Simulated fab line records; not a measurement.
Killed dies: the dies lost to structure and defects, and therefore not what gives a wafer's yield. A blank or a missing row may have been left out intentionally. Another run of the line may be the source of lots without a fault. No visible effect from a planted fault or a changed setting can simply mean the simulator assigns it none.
Which tool is to blame? :: flow nand_harc :: Sampling: 12 lots, 36 wafers, 5 of 1302 route steps

## WHAT THE GAUGES SHOWED, per wafer
NHARC_A_CHANNEL_HOLE_D2_CD_MEAS_18. Usual: cd_nm at 99.0 nm, with a standard deviation of 2.3.
lot: L184
measured: day 13 06:26
on: cd_sem-01
cd_nm (nm): 98.7 97.5 102.6
flag: 

lot: L186
measured: day 13 11:47
on: cd_sem-01
cd_nm (nm): 96.6 99.8 99.4
flag: 

lot: L187
measured: day 14 10:31
on: cd_sem-03
cd_nm (nm): 101.6 99.6 101.8
flag: 

lot: L188
measured: day 17 10:37
on: cd_sem-03
cd_nm (nm): 96.3 98.6 100.6
flag: 

lot: L191
measured: day 17 11:31
on: cd_sem-01
cd_nm (nm): 98.6 99.6 103.9
flag: 

lot: L196
measured: day 18 07:17
on: cd_sem-03
cd_nm (nm): 102.8 99.1 99.7
flag: 

lot: L197
measured: day 19 03:03
on: cd_sem-02
cd_nm (nm): 101.2 95.8 97.5
flag: 

lot: L199
measured: day 19 04:59
on: cd_sem-01
cd_nm (nm): 96.7 95.1 98.8
flag: 

lot: L200
measured: day 19 21:38
on: cd_sem-01
cd_nm (nm): 99.1 98.1 101.3
flag: 

lot: L203
measured: day 20 17:29
on: cd_sem-01
cd_nm (nm): 98.3 95.9 96.9
flag: 

lot: L205
measured: day 22 11:42
on: cd_sem-03
cd_nm (nm): 94.4 98.5 93.8
flag: 

lot: L207
measured: day 23 16:08
on: cd_sem-03
cd_nm (nm): 97.9 100.5 104.0
flag: 

NHARC_END_SORT_01. Usual: killed_at_array 54, standard deviation 18; killed_at_other 0.9, standard deviation 1.2; killed_at_periphery 4.4, standard deviation 2.9; killed_dies 59, standard deviation 18; killed_open 3.2, standard deviation 1.8; killed_short 2.6, standard deviation 1.8.
lot: L184
measured: day 25 06:27
on: prober-01
killed_at_array: 27 24 26
killed_at_other: 1 1 2
killed_at_periphery: 3 5 1
killed_dies: 31 30 29
killed_open: 3 2 1
killed_short: 2 1 3
flag: 

lot: L186
measured: day 25 08:48
on: prober-02
killed_at_array: 51 65 67
killed_at_other: 2 1 1
killed_at_periphery: 7 6 4
killed_dies: 60 72 72
killed_open: 4 4 3
killed_short: 3 2 1
flag: 

lot: L187
measured: day 26 01:59
on: prober-01
killed_at_array: 72 83 70
killed_at_other: 1 1 4
killed_at_periphery: 11 6 2
killed_dies: 84 90 76
killed_open: 2 2 3
killed_short: 7 3 0
flag: 

lot: L188
measured: day 29 00:13
on: prober-02
killed_at_array: 44 55 52
killed_at_other: 0 0 4
killed_at_periphery: 2 2 1
killed_dies: 46 57 57
killed_open: 3 1 2
killed_short: 5 1 2
flag: 

lot: L191
measured: day 28 23:00
on: prober-01
killed_at_array: 21 27 21
killed_at_other: 0 0 1
killed_at_periphery: 8 2 2
killed_dies: 29 29 24
killed_open: 8 5 1
killed_short: 4 6 3
flag: 

lot: L196
measured: day 31 00:28
on: prober-01
killed_at_array: 37 39 47
killed_at_other: 1 0 0
killed_at_periphery: 3 2 2
killed_dies: 41 41 49
killed_open: 7 0 2
killed_short: 2 2 2
flag: 

lot: L197
measured: day 31 08:12
on: prober-02
killed_at_array: 48 43 46
killed_at_other: 0 1 0
killed_at_periphery: 6 2 3
killed_dies: 54 46 49
killed_open: 4 3 3
killed_short: 2 1 1
flag: 

lot: L199
measured: day 31 18:24
on: prober-02
killed_at_array: 53 62 68
killed_at_other: 0 0 0
killed_at_periphery: 3 4 4
killed_dies: 56 66 72
killed_open: 2 2 4
killed_short: 1 3 2
flag: 

lot: L200
measured: day 31 16:09
on: prober-01
killed_at_array: 47 47 56
killed_at_other: 3 0 1
killed_at_periphery: 6 5 5
killed_dies: 56 52 62
killed_open: 3 4 2
killed_short: 6 2 2
flag: 

lot: L203
measured: day 32 17:38
on: prober-01
killed_at_array: 75 68 51
killed_at_other: 0 0 1
killed_at_periphery: 7 5 7
killed_dies: 82 73 59
killed_open: 2 5 2
killed_short: 9 3 3
flag: 

lot: L205
measured: day 33 23:48
on: prober-01
killed_at_array: 24 27 22
killed_at_other: 0 0 1
killed_at_periphery: 5 8 9
killed_dies: 29 35 32
killed_open: 4 3 1
killed_short: 2 5 3
flag: 

lot: L207
measured: day 36 00:13
on: prober-02
killed_at_array: 20 19 34
killed_at_other: 1 2 3
killed_at_periphery: 2 3 2
killed_dies: 23 24 39
killed_open: 1 2 5
killed_short: 3 1 1
flag: 

## TOOL THAT RAN EACH LOT (tool first, then ch and the chambers of the sampled wafers, then the start)
lot: L184
NHARC_A_CHANNEL_HOLE_D2_ETCH_19: har_etch-01 ch 0,1, day 13 16:25
NHARC_A_CHANNEL_HOLE_D2_ETCH_21: har_etch-01 ch 0,1, day 13 16:55
NHARC_A_CHANNEL_FILL_D2_ALD_14: ald_hk-04 ch 0,3, day 14 05:28

lot: L186
NHARC_A_CHANNEL_HOLE_D2_ETCH_19: har_etch-02 ch 0, day 13 21:23
NHARC_A_CHANNEL_HOLE_D2_ETCH_21: har_etch-02 ch 0, day 13 22:21
NHARC_A_CHANNEL_FILL_D2_ALD_14: ald_hk-02 ch 0,1,3, day 14 13:37

lot: L187
NHARC_A_CHANNEL_HOLE_D2_ETCH_19: har_etch-02 ch 0,1, day 14 10:35
NHARC_A_CHANNEL_HOLE_D2_ETCH_21: har_etch-02 ch 0,1, day 14 11:01
NHARC_A_CHANNEL_FILL_D2_ALD_14: ald_hk-04 ch 0,1, day 14 23:32

lot: L188
NHARC_A_CHANNEL_HOLE_D2_ETCH_19: har_etch-01 ch 0,1, day 17 15:00
NHARC_A_CHANNEL_HOLE_D2_ETCH_21: har_etch-01 ch 0,1, day 17 15:28
NHARC_A_CHANNEL_FILL_D2_ALD_14: ald_hk-04 ch 1,2,3, day 18 04:02

lot: L191
NHARC_A_CHANNEL_HOLE_D2_ETCH_19: har_etch-02 ch 0,1, day 17 15:55
NHARC_A_CHANNEL_HOLE_D2_ETCH_21: har_etch-02 ch 0,1, day 17 16:23
NHARC_A_CHANNEL_FILL_D2_ALD_14: ald_hk-02 ch 0,2,3, day 18 03:56

lot: L196
NHARC_A_CHANNEL_HOLE_D2_ETCH_19: har_etch-01 ch 0,1, day 18 23:38
NHARC_A_CHANNEL_HOLE_D2_ETCH_21: har_etch-01 ch 0,1, day 19 00:07
NHARC_A_CHANNEL_FILL_D2_ALD_14: ald_hk-04 ch 0,1,3, day 19 12:32

lot: L197
NHARC_A_CHANNEL_HOLE_D2_ETCH_19: har_etch-01 ch 0,1, day 19 07:36
NHARC_A_CHANNEL_HOLE_D2_ETCH_21: har_etch-01 ch 0,1, day 19 08:02
NHARC_A_CHANNEL_FILL_D2_ALD_14: ald_hk-04 ch 0,3, day 19 18:07

lot: L199
NHARC_A_CHANNEL_HOLE_D2_ETCH_19: har_etch-01 ch 0,1, day 19 11:48
NHARC_A_CHANNEL_HOLE_D2_ETCH_21: har_etch-01 ch 0,1, day 19 12:24
NHARC_A_CHANNEL_FILL_D2_ALD_14: ald_hk-02 ch 0,3, day 20 00:46

lot: L200
NHARC_A_CHANNEL_HOLE_D2_ETCH_19: har_etch-01 ch 0,1, day 19 23:59
NHARC_A_CHANNEL_HOLE_D2_ETCH_21: har_etch-01 ch 0,1, day 20 00:28
NHARC_A_CHANNEL_FILL_D2_ALD_14: ald_hk-01 ch 0,1, day 20 12:20

lot: L203
NHARC_A_CHANNEL_HOLE_D2_ETCH_19: har_etch-02 ch 0,1, day 20 17:33
NHARC_A_CHANNEL_HOLE_D2_ETCH_21: har_etch-02 ch 0,1, day 20 17:59
NHARC_A_CHANNEL_FILL_D2_ALD_14: ald_hk-02 ch 0,1,2, day 21 07:59

lot: L205
NHARC_A_CHANNEL_HOLE_D2_ETCH_19: har_etch-02 ch 0,1, day 22 11:47
NHARC_A_CHANNEL_HOLE_D2_ETCH_21: har_etch-02 ch 0,1, day 22 12:16
NHARC_A_CHANNEL_FILL_D2_ALD_14: ald_hk-01 ch 0,2, day 23 01:50

lot: L207
NHARC_A_CHANNEL_HOLE_D2_ETCH_19: har_etch-02 ch 1, day 23 16:13
NHARC_A_CHANNEL_HOLE_D2_ETCH_21: har_etch-02 ch 1, day 23 16:39
NHARC_A_CHANNEL_FILL_D2_ALD_14: ald_hk-04 ch 0,1,2, day 24 04:59
- NHARC_A_CHANNEL_HOLE_D2_ETCH_19: etches the open film in C4F8/O2/Ar, time 34.5 s.
- NHARC_A_CHANNEL_HOLE_D2_ETCH_21: etches the open film in C4F8/O2/Ar, time 514.3 s, target depth 1600 nm.
- NHARC_A_CHANNEL_FILL_D2_ALD_14: deposits SiO2, target thk 2.5 nm, pulse time 10 s, ald cycles 25.

## WHAT THE TOOLS THEMSELVES READ (means of the sampled wafers that have a number; where no wafer has one, the mark that the record gives instead)
NHARC_A_CHANNEL_HOLE_D2_ETCH_19. Usual: drypump_motor_current_A 5.81 A, standard deviation 0.17; he_backside_leak_sccm 6.5 sccm, standard deviation 0.93; showerhead_plenum_p_Torr 3.75 Torr, standard deviation 0.14; throttle_valve_pct 37.037 %, standard deviation 0.0097.
lot: L184
tool: har_etch-01
drypump_motor_current_A (A): 5.70
he_backside_leak_sccm (sccm): 6.6
showerhead_plenum_p_Torr (Torr): 3.72
throttle_valve_pct (%): 37.030
flag: 

lot: L186
tool: har_etch-02
drypump_motor_current_A (A): 5.74
he_backside_leak_sccm (sccm): 7.4
showerhead_plenum_p_Torr (Torr): 3.58
throttle_valve_pct (%): 37.047
flag: 

lot: L187
tool: har_etch-02
drypump_motor_current_A (A): 5.87
he_backside_leak_sccm (sccm): 6.3
showerhead_plenum_p_Torr (Torr): 3.55
throttle_valve_pct (%): 37.041
flag: 

lot: L188
tool: har_etch-01
drypump_motor_current_A (A): 5.72
he_backside_leak_sccm (sccm): 7.0
showerhead_plenum_p_Torr (Torr): 3.69
throttle_valve_pct (%): 37.028
flag: 

lot: L191
tool: har_etch-02
drypump_motor_current_A (A): 6.01
he_backside_leak_sccm (sccm): 5.0
showerhead_plenum_p_Torr (Torr): 3.98
throttle_valve_pct (%): 37.042
flag: 

lot: L196
tool: har_etch-01
drypump_motor_current_A (A): 5.70
he_backside_leak_sccm (sccm): 7.2
showerhead_plenum_p_Torr (Torr): 3.68
throttle_valve_pct (%): 37.038
flag: 

lot: L197
tool: har_etch-01
drypump_motor_current_A (A): 5.78
he_backside_leak_sccm (sccm): 6.9
showerhead_plenum_p_Torr (Torr): 3.66
throttle_valve_pct (%): 37.039
flag: 

lot: L199
tool: har_etch-01
drypump_motor_current_A (A): 5.78
he_backside_leak_sccm (sccm): 7.1
showerhead_plenum_p_Torr (Torr): 3.65
throttle_valve_pct (%): 37.035
flag: 

lot: L200
tool: har_etch-01
drypump_motor_current_A (A): 5.72
he_backside_leak_sccm (sccm): 7.1
showerhead_plenum_p_Torr (Torr): 3.66
throttle_valve_pct (%): 37.037
flag: 

lot: L203
tool: har_etch-02
drypump_motor_current_A (A): 5.88
he_backside_leak_sccm (sccm): 5.3
showerhead_plenum_p_Torr (Torr): 3.96
throttle_valve_pct (%): 37.038
flag: 

lot: L205
tool: har_etch-02
drypump_motor_current_A (A): 5.89
he_backside_leak_sccm (sccm): 5.8
showerhead_plenum_p_Torr (Torr): 3.95
throttle_valve_pct (%): 37.040
flag: 

lot: L207
tool: har_etch-02
drypump_motor_current_A (A): 6.14
he_backside_leak_sccm (sccm): 4.8
showerhead_plenum_p_Torr (Torr): 3.94
throttle_valve_pct (%): 37.036
flag: 

NHARC_A_CHANNEL_HOLE_D2_ETCH_21. Usual: drypump_motor_current_A 5.82 A, standard deviation 0.18; he_backside_leak_sccm 6.5 sccm, standard deviation 1.1; showerhead_plenum_p_Torr 3.70 Torr, standard deviation 0.14; throttle_valve_pct 32.155 %, standard deviation 0.0098.
lot: L184
tool: har_etch-01
drypump_motor_current_A (A): 5.72
he_backside_leak_sccm (sccm): 6.6
showerhead_plenum_p_Torr (Torr): 3.68
throttle_valve_pct (%): 32.152
flag: 

lot: L186
tool: har_etch-02
drypump_motor_current_A (A): 5.76
he_backside_leak_sccm (sccm): 7.1
showerhead_plenum_p_Torr (Torr): 3.54
throttle_valve_pct (%): 32.154
flag: 

lot: L187
tool: har_etch-02
drypump_motor_current_A (A): 5.87
he_backside_leak_sccm (sccm): 6.2
showerhead_plenum_p_Torr (Torr): 3.52
throttle_valve_pct (%): 32.155
flag: 

lot: L188
tool: har_etch-01
drypump_motor_current_A (A): 5.72
he_backside_leak_sccm (sccm): 6.8
showerhead_plenum_p_Torr (Torr): 3.65
throttle_valve_pct (%): 32.157
flag: 

lot: L191
tool: har_etch-02
drypump_motor_current_A (A): 6.03
he_backside_leak_sccm (sccm): 5.4
showerhead_plenum_p_Torr (Torr): 3.93
throttle_valve_pct (%): 32.158
flag: 

lot: L196
tool: har_etch-01
drypump_motor_current_A (A): 5.72
he_backside_leak_sccm (sccm): 6.9
showerhead_plenum_p_Torr (Torr): 3.64
throttle_valve_pct (%): 32.163
flag: 

lot: L197
tool: har_etch-01
drypump_motor_current_A (A): 5.79
he_backside_leak_sccm (sccm): 7.0
showerhead_plenum_p_Torr (Torr): 3.62
throttle_valve_pct (%): 32.168
flag: 

lot: L199
tool: har_etch-01
drypump_motor_current_A (A): 5.78
he_backside_leak_sccm (sccm): 6.9
showerhead_plenum_p_Torr (Torr): 3.61
throttle_valve_pct (%): 32.163
flag: 

lot: L200
tool: har_etch-01
drypump_motor_current_A (A): 5.73
he_backside_leak_sccm (sccm): 7.3
showerhead_plenum_p_Torr (Torr): 3.63
throttle_valve_pct (%): 32.155
flag: 

lot: L203
tool: har_etch-02
drypump_motor_current_A (A): 5.88
he_backside_leak_sccm (sccm): 5.8
showerhead_plenum_p_Torr (Torr): 3.90
throttle_valve_pct (%): 32.153
flag: 

lot: L205
tool: har_etch-02
drypump_motor_current_A (A): 5.89
he_backside_leak_sccm (sccm): 5.5
showerhead_plenum_p_Torr (Torr): 3.90
throttle_valve_pct (%): 32.157
flag: 

lot: L207
tool: har_etch-02
drypump_motor_current_A (A): 6.16
he_backside_leak_sccm (sccm): 4.9
showerhead_plenum_p_Torr (Torr): 3.89
throttle_valve_pct (%): 32.150
flag: 

NHARC_A_CHANNEL_FILL_D2_ALD_14. Usual: heater_power_w 461 W, standard deviation 41; precursor_pulse_height_rel 0.997, standard deviation 0.02.
lot: L184
tool: ald_hk-04
heater_power_w (W): 449
precursor_pulse_height_rel: 1.004
flag: 

lot: L186
tool: ald_hk-02
heater_power_w (W): 451
precursor_pulse_height_rel: 1.000
flag: 

lot: L187
tool: ald_hk-04
heater_power_w (W): 471
precursor_pulse_height_rel: 1.013
flag: 

lot: L188
tool: ald_hk-04
heater_power_w (W): 442
precursor_pulse_height_rel: 1.005
flag: 

lot: L191
tool: ald_hk-02
heater_power_w (W): 469
precursor_pulse_height_rel: 0.985
flag: 

lot: L196
tool: ald_hk-04
heater_power_w (W): 461
precursor_pulse_height_rel: 0.980
flag: 

lot: L197
tool: ald_hk-04
heater_power_w (W): 480
precursor_pulse_height_rel: 0.998
flag: 

lot: L199
tool: ald_hk-02
heater_power_w (W): 453
precursor_pulse_height_rel: 0.992
flag: 

lot: L200
tool: ald_hk-01
heater_power_w (W): 462
precursor_pulse_height_rel: 0.987
flag: 

lot: L203
tool: ald_hk-02
heater_power_w (W): 475
precursor_pulse_height_rel: 0.997
flag: 

lot: L205
tool: ald_hk-01
heater_power_w (W): 435
precursor_pulse_height_rel: 0.987
flag: 

lot: L207
tool: ald_hk-04
heater_power_w (W): 486
precursor_pulse_height_rel: 0.992
flag: 

## THE ANSWER, worked out from the rows above alone
Rule: take the mean of a lot's wafers that have a number; if it is more than 3 standard deviations from the usual mean, the lot is off. Also off: a lot with no number at a reading for which 4 or more lots have one. The other lots that the step has rows for count as sound. Order of review: gauges by route order, followed by the tools' own readings, for which a lot's mean as printed above is used. At the first step where some lot is off, the reading lying furthest off is the one used; lots without a number count as furthest.
Across all readings shown, no lot is off: no conclusion can be drawn from this.

## WHAT THE SIMULATOR HAD PUT IN
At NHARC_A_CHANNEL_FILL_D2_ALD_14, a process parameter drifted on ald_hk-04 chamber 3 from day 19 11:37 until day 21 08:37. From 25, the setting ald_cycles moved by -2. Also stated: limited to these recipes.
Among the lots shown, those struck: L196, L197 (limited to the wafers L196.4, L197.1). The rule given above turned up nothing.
